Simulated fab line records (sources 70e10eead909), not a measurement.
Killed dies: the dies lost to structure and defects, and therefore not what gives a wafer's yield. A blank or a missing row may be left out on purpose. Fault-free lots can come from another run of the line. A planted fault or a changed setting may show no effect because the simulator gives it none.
A lot that was struck, set against a sound lot -- flow nandHarc -- 15 steps out of a route of 1159
Sound: these wafers, L178.2, L178.5, L178.6. Struck: wafer L182.2 (left out: L182.4, L182.6 of the same lot, which were not struck); the cause appears at the end.
At each step with rows: each side's tool, then ch and its chambers, then its first start. Under that, the readings that differ: sound wafers -- struck wafers -- difference of the means -- sigmas: that difference in standard deviations of wafers without a fault.
alike: readings with means less than 2 such deviations apart, plus words and numbers identical on both sides. not compared: withheld readings, readings lacking a value on some wafer, bounds such as >300 that could conceal the same value, and numbers that have no deviation in the record and whose values overlap.
The two part at a step that has a row with sigmas, a row that says differs or no value, or rows on one side only. When numbers do not overlap yet have no deviation, they are printed without sigmas and do not part them. A reading that every wafer of one side lacks parts them only if that side has two wafers or more.

first, 4 steps without rows for these wafers: NHARC_P_BONDPAD_EBR_05; NHARC_P_BONDPAD_EXPOSE_06 (exposes mask P BPAD); NHARC_P_BONDPAD_PEB_07 (peb time 80 s); NHARC_P_BONDPAD_DEVELOP_08 (time 50 s).
NHARC_P_BONDPAD_CD_MEAS_09: the cd target is 500 nm.
  sound on cdSem-02 ch 0, day 9 10:58; struck on cdSem-01 ch 0, day 10 22:18
reading,sound,struck,difference,sigmas
cdNm (nm),503.3 503.6 501.2,497.9,-4.8,-3
NHARC_P_BONDPAD_OVL_MEAS_38:
  sound: overlay-02 at day 9 11:03; struck: overlay-01 at day 10 22:23
  alike: overlayXNm, overlayYNm
then, 1 step without rows for these wafers: NHARC_P_BONDPAD_HARDBAKE_10 (time 65 s).
NHARC_P_BONDPAD_DESCUM_11: chemistry O2, time 3 s.
  sound on rieDiel-09 ch 0,1, day 9 11:11; struck on rieDiel-09 ch 3, day 10 22:31
reading,sound,struck,difference,sigmas
throttleValvePct (%),11.297 11.305 11.307,11.321,+0.018,+2
  alike: drypumpMotorCurrentA, o2FlowSccm, oesProductAu, rfVppV, showerheadPlenumPTorr
  not compared: rfHoursCounterH
NHARC_P_BONDPAD_ETCH_37: etches the open film in N2/H2, target depth 60 nm, overetch 18 nm, time 65.91 s.
  sound on rieDiel-09 ch 0,1,2, day 9 11:16; struck on rieDiel-09 ch 3, day 10 22:36
  alike: drypumpMotorCurrentA, oesProductAu, rfVppV, showerheadPlenumPTorr, throttleValvePct
  not compared: rfHoursCounterH
NHARC_P_BONDPAD_ETCH_12: etches the open film in CHF3/O2, target depth 200 nm, time 100 s.
  sound on rieDiel-09 ch 0,1; struck on rieDiel-09 ch 2
reading,sound,struck,difference,sigmas
oesProductAu (a.u.),0.965 0.945 0.966,0.912,-0.047,-2
  alike: drypumpMotorCurrentA, o2FlowSccm, rfVppV, showerheadPlenumPTorr, throttleValvePct
  not compared: rfHoursCounterH
NHARC_P_BONDPAD_CD_MEAS_13:
  sound: cdSem-01 at day 9 11:33; struck: cdSem-02 at day 10 22:51
  alike: cdNm
NHARC_P_BONDPAD_STRIP_15: strips in O2.
  sound on rieDiel-04 ch 0,3, day 9 11:37; struck on rieDiel-04 ch 2, day 10 22:56
reading,sound,struck,difference,sigmas
oesProductAu (a.u.),0.976 0.986 0.991,1.002,+0.018,+2
  alike: drypumpMotorCurrentA, o2FlowSccm, rfVppV, showerheadPlenumPTorr, throttleValvePct
  not compared: rfHoursCounterH
NHARC_P_BONDPAD_ETCH_24: etches the open film in CF4/N2, target depth 30 nm, time 72.99 s.
  sound on rieDiel-04 ch 0,1,2, day 9 11:47; struck on rieDiel-04 ch 0, day 10 23:04
reading,sound,struck,difference,sigmas
oesProductAu (a.u.),1.003 1.001 0.984,0.859,-0.137,-17
  alike: drypumpMotorCurrentA, rfVppV, showerheadPlenumPTorr, throttleValvePct
  not compared: rfHoursCounterH
then, 1 step without rows for these wafers: NHARC_P_BONDPAD_STRIP_16 (strips in post etch residue remover, time 600 s).
-- jump in the record: it breaks off in module P_BONDPAD and resumes in module END (first step shown: number 1159 of the route), and 13 days separate the struck wafers' starts before and after --
NHARC_END_SORT_01:
  sound on prober-02 ch 0, day 22 03:39; struck on prober-01 ch 0, day 24 04:53
reading,sound,struck,difference,sigmas
killedAtArray,39 34 38,15,-22,-2
killedOpen,6 8 9,3,-5,-3
sort_bin_3_pct (%),0.15 0 0.15,0.59,+0.49,+3
sort_bin_4_pct (%),4.6 3.7 4.0,1.2,-2.9,-3
  alike: defectLimitedYield, killedAtOther, killedAtPeriphery, killedDies, killedShort, sort_bin_2_pct, sortNPass, sortRimYieldPct, sortYieldPct

## WHERE THEY PART
Earliest at NHARC_P_BONDPAD_CD_MEAS_09; latest, in this record, at NHARC_END_SORT_01.

WHY: what had been put in by the simulator
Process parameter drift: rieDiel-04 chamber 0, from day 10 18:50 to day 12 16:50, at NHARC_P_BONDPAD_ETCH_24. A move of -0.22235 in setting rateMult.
